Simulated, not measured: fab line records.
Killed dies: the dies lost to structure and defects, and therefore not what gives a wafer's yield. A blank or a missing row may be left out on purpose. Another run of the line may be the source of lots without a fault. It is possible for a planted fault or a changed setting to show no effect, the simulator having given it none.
fab line records	flow nand_harc
record: lots: 12	wafers: 36	last_day: 24
route steps=1159 shown P_CONTACT@219 END@1159
lots untouched by any fault: they come from a run of this same line in which no faults occurred
start_h: the number of hours between the record's first day and the start of the first shown wafer of the lot	wait_h: how many hours have passed since the lot's step before this one	" identical to the entry in the row above	L1.1+2: several wafers, shown together as one row	- no value, or no start given	* or withheld: withheld	< > ~ a bound
route shown NAME@n: names a module that has steps shown in the file, with the first one's number in the route	usual: the fault-free wafers' mean and standard deviation	same: alike in all rows	chamber/n: place in a boat	sites: readings site by site	_std_site: the standard deviation of these	_edge_site: inner sites' mean taken away from outer sites' mean	radius_mm: for every site, how far away it sits from the centre of the wafer	mask NAME#n: copy n	behind: the last tool/chamber to shape the wafer	hold: why the lot was held/for how many hours/how that ended	device: the transistor (n, p or np) that didn't switch	end of line: the tests these same wafers got at the end of their route	step lacking rows: just its recipe	killed: count of dies lost to structure and defects at first sort (not the wafer's yield)	map: a wafer's dies, marking killed ones x, the rest . and places with no die _
set.NAME: the setting as run; set.NAME@STEP: as run at that earlier step	model.NAME: the simulator's own value behind a step, which no gauge read
a sample of lots followed through the steps of the route, with each step as a table and each wafer as a row
services: a tool's chamber out of use, with start hour (start_h, from the record's first day; less than 0 if before it), hours out, and reason
== steps ==
step: NHARC_P_CONTACT_CMP_01
recipe: target_thk_nm: 200	material: SiO2
usual: motor_current_A: 12.2/1	slurry_filter_dp_kPa: 13.50/0.12	slurry_flow_ml_min: 150.0/0.5
lot.wafer	tool	chamber	start_h	wait_h	motor_current_A	slurry_filter_dp_kPa	slurry_flow_ml_min
L987.1	cmp-04	2	113.19	-	11.5	13.59	150.0
L987.2	"	0	"	"	12.5	13.57	150.3
L987.5	"	2	"	"	10.5	13.69	149.7
L988.4	cmp-04	3	114.52	-	11.8	13.26	150.0
L988.2	"	0	"	"	13.4	13.25	149.9
L988.1	"	1	"	"	11.9	13.29	150.4
L992.1	cmp-04	3	133.52	-	11.5	13.61	149.7
L992.4	"	1	"	"	11.9	13.32	149.6
L992.6	"	3	"	"	11.7	13.51	150.7
L994.2	cmp-04	1	151.57	-	11.8	13.33	150.7
L994.4	"	2	"	"	10.6	13.49	150.8
L994.3	"	0	"	"	12.6	13.61	149.9
L993.1	cmp-04	3	152.51	-	11.7	13.41	150.4
L993.5	"	3	"	"	11.7	13.36	150.0
L993.6	"	0	"	"	13.4	13.59	150.0
L996.2	cmp-02	2	162.52	-	13.1	13.25	149.1
L996.3	"	1	"	"	14.0	13.62	149.9
L996.5	"	2	"	"	11.9	13.49	149.5
L997.1	cmp-04	3	163.74	-	11.5	13.82	150.7
L997.4	"	0	"	"	13.3	13.66	150.2
L997.6	"	0	"	"	12.5	13.43	150.5
L999.1	cmp-04	0	187.80	-	13.0	13.58	149.6
L999.5	"	2	"	"	11.0	13.34	150.3
L999.6	"	3	"	"	11.5	13.52	149.4
L104.1	cmp-02	0	212.83	-	11.8	13.50	150.8
L104.3	"	1	"	"	14.5	13.47	150.1
L104.4	"	2	"	"	11.6	13.35	149.8
L106.4	cmp-02	3	217.94	-	13.1	13.44	149.6
L106.6	"	1	"	"	13.9	13.52	150.0
L106.5	"	2	"	"	12.0	13.48	150.5
L105.4	cmp-04	0	218.79	-	13.3	13.63	150.8
L105.2	"	2	"	"	10.4	13.44	149.7
L105.5	"	1	"	"	12.1	13.61	150.4
L110.1	cmp-04	0	242.99	-	13.2	13.60	150.5
L110.5	"	2	"	"	10.5	13.38	149.2
L110.6	"	3	"	"	11.5	13.65	149.5
step: NHARC_P_CONTACT_DESCUM_17
recipe: time_s: 3	o2_flow_sccm: 200	ar_flow_sccm: 0	bias_power_w: 0	chemistry: O2
usual: drypump_motor_current_A: 5.6/0.5	oes_product_au: 1.000/0.0092	rf_vpp_V: 57.9/0.89	showerhead_plenum_p_Torr: 1.91/0.076	throttle_valve_pct: 11.311/0.0084
lot.wafer	tool	chamber	start_h	wait_h	drypump_motor_current_A	oes_product_au	rf_hours_counter_h	rf_vpp_V	showerhead_plenum_p_Torr	throttle_valve_pct
L987.1	rie_diel-01	2	114.22	0.1	5.5	1.021	15	58.5	1.95	11.321
L987.2	"	3	"	"	5.2	1.004	13	57.4	1.96	11.314
L987.5	"	3	"	"	5.1	1.005	-	58.0	1.96	11.327
L988.2	rie_diel-12	1	115.41	0.1	6.0	0.999	30	58.2	1.89	11.310
L988.1	"	3	"	"	5.2	1.002	32	58.3	2.04	11.314
L988.4	"	0	"	"	5.6	1.013	30	58.6	1.88	11.307
L992.4	rie_diel-11	0	134.52	0.1	6.5	1.016	11	58.9	1.82	11.308
L992.1	"	1	"	"	5.0	1.006	11	58.8	2.02	11.313
L992.6	"	0	"	"	6.5	1.007	-	59.3	1.82	11.316
L994.4	rie_diel-11	2	152.59	0.1	5.8	0.998	12	57.7	1.89	11.306
L994.3	"	0	"	"	6.5	1.010	13	58.7	1.82	11.323
L994.2	"	1	"	"	5.0	1.002	12	57.8	2.02	11.308
L993.1	rie_diel-11	0	153.54	0.1	6.5	1.013	13	56.4	1.82	11.299
L993.5	"	0	"	"	6.4	1.016	-	57.5	1.82	11.318
L993.6	"	1	"	"	5.0	0.993	-	56.7	2.02	11.320
L996.3	rie_diel-01	0	163.54	0.1	5.5	0.995	2	57.8	1.92	11.317
L996.2	"	2	"	"	5.5	1.002	2	58.8	1.95	11.323
L996.5	"	0	"	"	5.5	1.000	-	58.9	1.92	11.304
L997.4	rie_diel-01	2	164.78	0.1	5.5	1.004	2	56.5	1.95	11.309
L997.1	"	3	"	"	5.2	1.008	2	59.6	1.96	11.330
L997.6	"	1	"	"	5.1	1.014	-	57.3	1.85	11.304
L999.1	rie_diel-11	2	188.79	0.1	5.8	1.001	15	57.3	1.89	11.309
L999.5	"	3	"	"	6.2	0.984	-	57.6	1.82	11.303
L999.6	"	0	"	"	6.5	1.003	-	56.4	1.82	11.307
L104.3	rie_diel-11	3	213.85	0.1	6.2	1.001	1	56.2	1.81	11.311
L104.1	"	0	"	"	6.5	1.018	1	58.4	1.82	11.324
L104.4	"	2	"	"	5.8	0.995	2	58.5	1.89	11.301
L106.4	rie_diel-11	1	218.79	0.1	5.0	1.005	2	58.5	2.02	11.306
L106.5	"	0	"	"	6.5	1.014	-	56.4	1.82	11.318
L106.6	"	1	"	"	5.0	0.995	-	58.7	2.02	11.315
L105.4	rie_diel-11	1	219.81	0.1	5.0	1.006	2	57.0	2.02	11.313
L105.2	"	2	"	"	5.8	0.989	2	59.6	1.89	11.312
L105.5	"	0	"	"	6.5	1.002	-	59.0	1.82	11.310
L110.1	rie_diel-01	0	243.95	0.1	5.5	1.006	9	57.6	1.92	11.302
L110.6	"	0	"	"	5.5	1.005	-	56.9	1.92	11.301
L110.5	"	1	"	"	5.1	1.003	-	56.0	1.84	11.319
step: NHARC_P_CONTACT_STRIP_28
recipe: o2_flow_sccm: 500	ar_flow_sccm: 0	bias_w: 0	chemistry: O2
usual: bias_w: 0/0	chamber_pressure_mTorr: 59.99/0.053	drypump_motor_current_A: 5.6/0.46	oes_product_au: 0.999/0.0097	rf_vpp_V: 57.9/0.87	showerhead_plenum_p_Torr: 3.52/0.12	throttle_valve_pct: 17.036/0.0089
lot.wafer	tool	chamber	start_h	wait_h	bias_w	chamber_pressure_mTorr	drypump_motor_current_A	oes_product_au	rf_hours_counter_h	rf_vpp_V	showerhead_plenum_p_Torr	throttle_valve_pct
L987.1	rie_diel-01	2	115.31	0.1	0	59.93	5.5	1.004	16	56.9	3.60	17.034
L987.2	"	3	"	"	0	59.96	5.2	1.003	14	59.9	3.62	17.046
L987.5	"	2	"	"	0	59.96	5.5	1.002	-	57.4	3.60	17.039
L988.2	rie_diel-11	0	116.46	0.1	0	60.05	6.5	1.014	10	57.6	3.37	17.048
L988.1	"	1	"	"	0	60.00	5.0	0.999	9	59.3	3.71	17.040
L988.4	"	2	"	"	0	59.96	5.8	1.005	9	57.3	3.49	17.029
L992.4	rie_diel-11	0	135.50	0.1	0	60.04	6.5	1.010	11	57.7	3.37	17.029
L992.1	"	1	"	"	0	59.97	5.0	1.003	11	58.2	3.71	17.048
L992.6	"	2	"	"	0	59.96	5.8	1.006	-	57.1	3.49	17.037
L994.2	rie_diel-01	1	153.56	0.1	0	59.98	5.0	1.001	0	57.5	3.41	17.046
L994.3	"	2	"	"	0	59.92	5.5	0.997	0	58.3	3.60	17.029
L994.4	"	3	"	"	0	59.94	5.2	1.004	1	57.1	3.61	17.044
L993.1	rie_diel-01	0	154.50	0.1	0	60.13	5.5	1.005	1	58.1	3.55	17.047
L993.6	"	3	"	"	0	59.97	5.2	1.011	-	58.3	3.61	17.023
L993.5	"	0	"	"	0	59.96	5.6	1.011	-	57.8	3.55	17.039
L996.2	rie_diel-01	0	164.50	0.1	0	59.98	5.5	1.003	3	59.5	3.55	17.040
L996.3	"	1	"	"	0	60.02	5.1	1.016	2	58.2	3.41	17.035
L996.5	"	1	"	"	0	60.00	5.1	1.003	-	58.0	3.41	17.040
L997.1	rie_diel-11	0	165.77	0.1	0	60.00	6.4	1.032	15	59.0	3.37	17.037
L997.4	"	3	"	"	0	60.03	6.2	0.996	-	57.3	3.36	17.044
L997.6	"	0	"	"	0	59.99	6.5	1.008	-	58.7	3.37	17.035
L999.1	rie_diel-12	0	189.73	0.1	0	60.00	5.6	0.996	59	57.4	3.46	17.031
L999.6	"	0	"	"	0	60.01	5.6	0.997	-	56.7	3.46	17.049
L999.5	"	1	"	"	0	59.95	6.0	1.005	-	58.2	3.47	17.039
L104.1	rie_diel-01	1	214.81	0.1	0	60.03	5.1	1.011	8	58.7	3.41	17.043
L104.3	"	3	"	"	0	59.90	5.2	0.991	8	59.0	3.61	17.035
L104.4	"	3	"	"	0	59.95	5.2	0.986	-	56.6	3.61	17.049
L106.4	rie_diel-12	2	219.73	0.1	-	-	-	-	-	-	-	-
L106.6	"	2	"	"	-	-	-	-	-	-	-	-
L106.5	"	3	"	"	-	-	-	-	-	-	-	-
L105.2	rie_diel-11	2	220.76	0.1	-	-	-	-	-	-	-	-
L105.4	"	3	"	"	-	-	-	-	-	-	-	-
L105.5	"	1	"	"	-	-	-	-	-	-	-	-
L110.1	rie_diel-01	2	245.28	0.1	0	59.97	5.5	1.000	10	58.2	3.59	17.032
L110.6	"	1	"	"	0	60.06	5.1	1.007	-	58.4	3.41	17.043
L110.5	"	2	"	"	0	60.03	5.5	1.004	-	57.5	3.59	17.031
step: NHARC_P_CONTACT_ALD_22
recipe: target_thk_a: 30	pulse_time_s: 1	ald_cycles: 150	temp_c: 450	material: TiN
usual: heater_power_outer_w: 654/61	heater_power_w: 1031/92	precursor_pulse_height_rel: 0.999/0.021
lot.wafer	tool	chamber	start_h	wait_h	heater_power_outer_w	heater_power_w	precursor_pulse_height_rel	since_wet_clean_h
L987.2	ald_metal-03	2	116.24	-	599	887	0.988	140
L987.1	"	3	"	"	650	1048	1.027	140
L987.5	"	2	"	"	600	877	1.022	-
L988.4	ald_metal-04	2	117.33	-	574	880	1.000	57
L988.2	"	3	"	"	633	988	1.021	57
L988.1	"	0	"	"	664	1040	0.983	57
L992.1	ald_metal-04	0	136.38	-	664	1036	0.962	76
L992.4	"	1	"	"	646	974	0.984	76
L992.6	"	0	"	"	673	1062	1.032	-
L994.3	ald_metal-03	3	154.46	-	674	1091	1.013	0
L994.2	"	0	"	"	598	1007	1.014	1
L994.4	"	1	"	"	709	1092	0.983	1
L993.1	ald_metal-04	1	155.37	-	621	978	0.957	95
L993.6	"	1	"	"	625	966	0.977	-
L993.5	"	2	"	"	593	853	1.035	-
L996.3	ald_metal-01	0	165.37	-	702	1108	1.004	53
L996.2	"	1	"	"	731	1171	1.000	53
L996.5	"	3	"	"	590	1063	0.997	-
L997.1	ald_metal-03	2	166.68	-	561	878	1.003	13
L997.4	"	3	"	"	709	1102	1.003	13
L997.6	"	0	"	"	618	1008	0.997	-
L999.1	ald_metal-01	1	190.66	-	751	1164	0.988	79
L999.6	"	3	"	"	595	1011	0.996	-
L999.5	"	0	"	"	699	1118	0.996	-
L104.1	ald_metal-04	3	215.73	-	662	986	0.999	156
L104.3	"	0	"	"	660	1028	0.998	156
L104.4	"	1	"	"	656	992	1.003	156
L106.4	ald_metal-03	3	220.65	-	713	1083	0.970	67
L106.6	"	2	"	"	566	873	1.002	-
L106.5	"	3	"	"	702	1120	1.002	-
L105.2	ald_metal-01	3	221.63	-	588	1052	1.006	110
L105.4	"	2	"	"	747	1023	0.980	110
L105.5	"	0	"	"	705	1143	0.996	-
L110.1	ald_metal-03	0	246.19	-	607	1043	0.980	92
L110.5	"	2	"	"	557	875	1.020	-
L110.6	"	3	"	"	709	1086	1.008	-
step: NHARC_END_SORT_01
recipe: temp_c: 25
usual: killed_at_array: 28/8.6	killed_at_other: 0.7/1.2	killed_at_periphery: 3.1/2.3	killed_dies: 32/8.7	killed_open: 3.2/1.7	killed_short: 2.0/1.5
same: gross_dies: 677
lot.wafer	tool	chamber	start_h	wait_h	killed_at_array	killed_at_other	killed_at_periphery	killed_dies	killed_open	killed_short
L106.4	prober-02	0	548.75	3.4	23	0	654	677	3	4
L106.5	prober-02	0	549.55	3.7	16	0	661	677	2	2
L106.6	prober-02	0	550.35	4.0	21	0	656	677	2	2
L105.2	prober-02	0	554.92	2.8	31	0	646	677	1	0
L105.4	prober-02	0	556.55	3.4	28	0	649	677	3	1
L105.5	prober-02	0	557.36	3.7	34	0	643	677	4	2
killed by level:class
L106.4 P_CONTACT:area_strip=650 A_CHANNEL_HOLE_D1:chamber_film_flake=9 A_CONTACT:chamber_film_flake=5 P_ZERO_WELL:chamber_film_flake=3 A_ONON_D1:geometric_particle:short=1 A_CHANNEL_HOLE_D1:geometric_particle:short=1 A_CHANNEL_FILL_D1:geometric_particle:short=1 A_SGD_CUT:geometric_particle:open=1
L106.5 P_CONTACT:area_strip=657 A_CHANNEL_HOLE_D1:chamber_film_flake=8 A_CONTACT:chamber_film_flake=6 P_ZERO_WELL:chamber_film_flake=2 P_CONTACT:geometric_particle:open=1 P_CONTACT:geometric_particle:short=1 A_BLC:geometric_particle:open=1 A_M0:geometric_particle:short=1
L106.6 P_CONTACT:area_strip=650 A_CONTACT:chamber_film_flake=9 A_CHANNEL_HOLE_D1:chamber_film_flake=7 P_STI:chamber_film_flake=3 A_CONTACT:geometric_particle:open=2 P_M1:geometric_particle:short=1 P_M2:geometric_particle:short=1 P_ZERO_WELL:chamber_film_flake=1
L105.2 P_CONTACT:area_strip=643 A_CHANNEL_HOLE_D1:chamber_film_flake=21 A_STAIRCASE:chamber_film_flake=4 P_ZERO_WELL:chamber_film_flake=2 A_CONTACT:chamber_film_flake=2 A_BONDPAD:chamber_film_flake=2 A_CONTACT:geometric_particle:open=1 P_GATE:chamber_film_flake=1
L105.4 P_CONTACT:area_strip=645 A_CHANNEL_HOLE_D1:chamber_film_flake=19 P_ZERO_WELL:chamber_film_flake=2 A_CONTACT:chamber_film_flake=2 A_BONDPAD:chamber_film_flake=2 P_CONTACT:geometric_particle:open=1 P_M2:geometric_particle:open=1 A_ONON_D1:geometric_particle:short=1
L105.5 P_CONTACT:area_strip=640 A_CHANNEL_HOLE_D1:chamber_film_flake=22 A_CONTACT:chamber_film_flake=3 A_CONTACT:geometric_particle:open=2 P_ZERO_WELL:chamber_film_flake=2 A_STAIRCASE:chamber_film_flake=2 P_CONTACT:geometric_particle:open=1 A_ONON_D1:geometric_particle:short=1
== services ==
tool	chamber	start_h	hours	kind
ald_metal-01	-	94.75	0.5	repair
ald_metal-01	2	101.62	2.3	repair
ald_metal-01	-	102.01	10.0	pm
cmp-04	-	105.00	4.0	pm
rie_diel-01	1	112.96	11.6	repair
rie_diel-01	2	120.72	12.2	repair
ald_metal-04	-	128.37	0.7	repair
cmp-02	-	128.63	4.0	pm
rie_diel-01	-	137.80	9.0	pm
ald_metal-03	-	144.00	10.0	pm
ald_metal-01	2	162.18	11.8	repair
rie_diel-11	1	162.50	7.7	repair
cmp-02	-	179.76	3.2	repair
rie_diel-01	-	191.69	1.1	repair
rie_diel-12	-	202.44	9.0	pm
ald_metal-03	1	202.50	9.7	repair
cmp-04	-	203.00	4.0	pm
rie_diel-11	3	203.84	4.4	repair
rie_diel-01	0	211.93	13.9	repair
ald_metal-01	-	225.99	3.4	repair
cmp-02	-	226.76	4.0	pm
ald_metal-04	-	228.00	10.0	pm
rie_diel-11	0	237.25	3.6	repair
ald_metal-03	-	238.07	1.1	repair
== key ==
first_sign: step: NHARC_P_CONTACT_STRIP_28	reading: tool_record	direction: missing
effect: step: NHARC_END_SORT_01	reading: killed_at_periphery	direction: up	sigmas: 99+	usual: 3.1	struck: 651.5
more_kills_born_at: NHARC_P_CONTACT_STRIP_28@rie_diel-12: 1957	NHARC_P_CONTACT_STRIP_28@rie_diel-11: 1928
met_at NHARC_P_CONTACT_STRIP_28
struck_lots L105,L106
later_rows_left_out L105.2,L105.4,L105.5,L106.4,L106.5,L106.6
tester_left_out L105,L106
not_acting_at NHARC_P_CONTACT_CMP_01,NHARC_P_CONTACT_DESCUM_17,NHARC_P_CONTACT_ALD_22
onset_between 189.73 219.73
fault: kind: skipped_step_whole	tool: rie_diel-11,rie_diel-12	chamber: -	onset_h: 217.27	steps: NHARC_P_CONTACT_STRIP_28	scope: struck_lots_only
tester_left_out: of these lots the tester's yield and bins aren't shown, on N5 and GAA mostly nor the transistor test; their killed dies are dies lost to structure and defects alone, not to doping, threshold or leakage, so they don't give the yield
later_rows_left_out: the simulator's readings of these wafers behind a module that went badly wrong aren't trusted and aren't shown, but for the sort
